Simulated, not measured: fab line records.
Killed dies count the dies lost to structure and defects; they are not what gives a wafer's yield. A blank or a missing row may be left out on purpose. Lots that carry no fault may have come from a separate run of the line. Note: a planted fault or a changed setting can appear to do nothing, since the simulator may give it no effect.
A lot that was struck, set against a sound lot ; flow nand harc ; 24 out of 1302 route steps
Sound: these wafers, L917.1, L917.2, L917.6. Wafers L912.1, L912.3, L912.5 were the ones struck. The cause comes at the end.
Each step with rows lists, per side, the tool, then ch with its chambers, then its first start. Under that, the readings that differ: sound wafers ; struck wafers ; difference of the means ; sigmas: that difference in standard deviations of wafers without a fault.
alike: readings whose means differ by less than 2 such deviations, and words and numbers that are the same on both sides. not compared: withheld readings, readings that some wafer has no value for, bounds like >300 that may hide the same value, and numbers for which the record gives no deviation and whose values overlap.
Wherever a step has rows on one side only, a row that says differs or no value, or a row with sigmas, the two part there. Numbers that have no deviation but don't overlap get no sigmas and don't part them. A reading missing from all wafers of one side parts the sides only when that side holds two or more wafers.

NHARC_A_M0_INSPECT_27:
  sound on defect inspect-01, day 32 06:59; struck on defect inspect-01, day 30 11:43
  alike: raw defect count
NHARC_A_M0_PRE_CLEAN_31: time 12 s.
  sound on pecvd-03 ch 0,1, day 32 07:02; struck on pecvd-01 ch 0,1,2, day 30 11:47
  alike: heater power w
NHARC_A_M0_DEP_32: deposits SiCN, target thk 30 nm.
  sound on pecvd-03 ch 0,1, day 32 07:07; struck on pecvd-01 ch 0,1,2, day 30 11:54
  alike: heater power w
then, 8 steps without rows for these wafers: NHARC_A_M1_DEP_00 (deposits SiOC, target thk 182.5 nm); NHARC_A_M1_DEHYDRATE_01 (time 120 s); NHARC_A_M1_HMDS_02 (time 30 s); NHARC_A_M1_COAT_34 (time 65 s); NHARC_A_M1_COAT_03 (resist thk 90 nm); NHARC_A_M1_SOFTBAKE_04 (time 55 s); NHARC_A_M1_EBR_05; NHARC_A_M1_EXPOSE_06 (exposes mask A M1, target cd 120 nm).
NHARC_A_M1_PEB_07: peb time 65 s.
  sound on litho track-01 ch 0, day 32 08:18; struck on litho track-04 ch 0, day 30 12:56
reading;sound;struck;difference;sigmas
heater power total W (W);156.3 155.9 157.2;147.9 148.1 148.2;-8.4;-20
plate temp C (C);99.86 99.97 99.93;96.32 96.19 96.22;-3.68;-31
  alike: resist line temp C
then, 1 step without rows for these wafers: NHARC_A_M1_DEVELOP_08 (develop time 35 s).
NHARC_A_M1_CD_MEAS_09: target cd 120 nm.
  sound on cd sem-02 ch 0, day 32 08:22; struck on cd sem-02 ch 0, day 30 13:01
reading;sound;struck;difference;sigmas
cd nm (nm);119.2 120.1 119.8;110.3 111.6 111.1;-8.7;-17
NHARC_A_M1_OVL_MEAS_10: pitch 240 nm.
  sound on overlay-02, day 32 08:28; struck on overlay-01, day 30 13:05
  alike: overlay x nm, overlay y nm
NHARC_A_M1_INSPECT_11:
  sound on defect inspect-01, day 32 08:30; struck on defect inspect-01, day 30 13:08
  alike: raw defect count
NHARC_A_M1_DESCUM_14: chemistry O2, time 3 s.
  sound on rie diel-04 ch 1,2,3, day 32 08:35; struck on rie diel-06 ch 0,2,3, day 30 13:12
reading;sound;struck;difference;sigmas
model.A_M1.cd nm (nm);119 119.8 118.8;110.6 111.8 110.5;-8.2;
  alike: drypump motor current A, mfc ar sccm, oes product au, rf vpp V, showerhead plenum p Torr, throttle valve pct
  not compared: rf hours counter h
NHARC_A_M1_ETCH_35: etches the open film in N2/H2, target depth 40 nm, overetch 12 nm, time 43.94 s.
  sound on rie diel-04 ch 0,1, day 32 08:39; struck on rie diel-06 ch 0,1,3, day 30 13:17
  alike: drypump motor current A, mfc ar sccm, oes product au, rf vpp V, showerhead plenum p Torr, throttle valve pct
  not compared: rf hours counter h
NHARC_A_M1_ETCH_15: etches the open film in C4F8/Ar, target depth 182.5 nm, time 91.2 s.
  sound on rie diel-04 ch 0,2; struck on rie diel-06 ch 0,2
  alike: oes product au, rf vpp V
  not compared: rf hours counter h
NHARC_A_M1_CD_MEAS_16:
  sound on cd sem-01, day 32 08:52; struck on cd sem-02, day 30 13:30
reading;sound;struck;difference;sigmas
cd nm (nm);118.9 119.8 118.7;110.4 111.9 110.1;-8.3;-11
NHARC_A_M1_STRIP_18: strips in N2/H2.
  sound on rie diel-04 ch 0,3, day 32 08:56; struck on rie diel-05 ch 1,3, day 30 13:36
reading;sound;struck;difference;sigmas
oes product au (a.u.);1.004 1.012 1.021;0.993 0.992 0.996;-0.019;-2
  alike: drypump motor current A, mfc ar sccm, rf vpp V, showerhead plenum p Torr, throttle valve pct
  not compared: rf hours counter h
NHARC_A_M1_ETCH_28: etches the open film in CF4/N2, target depth 30 nm, time 72.99 s.
  sound on rie diel-04 ch 0,2; struck on rie diel-05 ch 2,3
reading;sound;struck;difference;sigmas
model.A_M1.cd nm (nm);119 119.9 118.5;110.2 112.6 110.9;-7.9;
  alike: drypump motor current A, mfc ar sccm, oes product au, rf vpp V, showerhead plenum p Torr, throttle valve pct
  not compared: rf hours counter h
then, 1 step without rows for these wafers: NHARC_A_M1_STRIP_19 (strips in post etch residue remover, time 600 s).
NHARC_END_SORT_01:
  sound on prober-02 ch 0, day 33 22:05; struck on prober-02 ch 0, day 31 22:03
  alike: defect limited yield, killed at array, killed at other, killed at periphery, killed dies, killed open, killed short, sort_bin_2_pct, sort_bin_3_pct, sort_bin_4_pct, sort n pass, sort rim yield pct, sort yield pct

== WHERE THEY PART ==
First at NHARC_A_M1_PEB_07; last, within this record, at NHARC_A_M1_STRIP_18. Later steps at which nothing parts them and some readings are alike: NHARC_A_M1_ETCH_28, NHARC_END_SORT_01.

WHY: the cause the simulator had injected
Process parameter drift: litho track-04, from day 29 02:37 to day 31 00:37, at NHARC_A_M1_PEB_07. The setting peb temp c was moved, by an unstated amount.
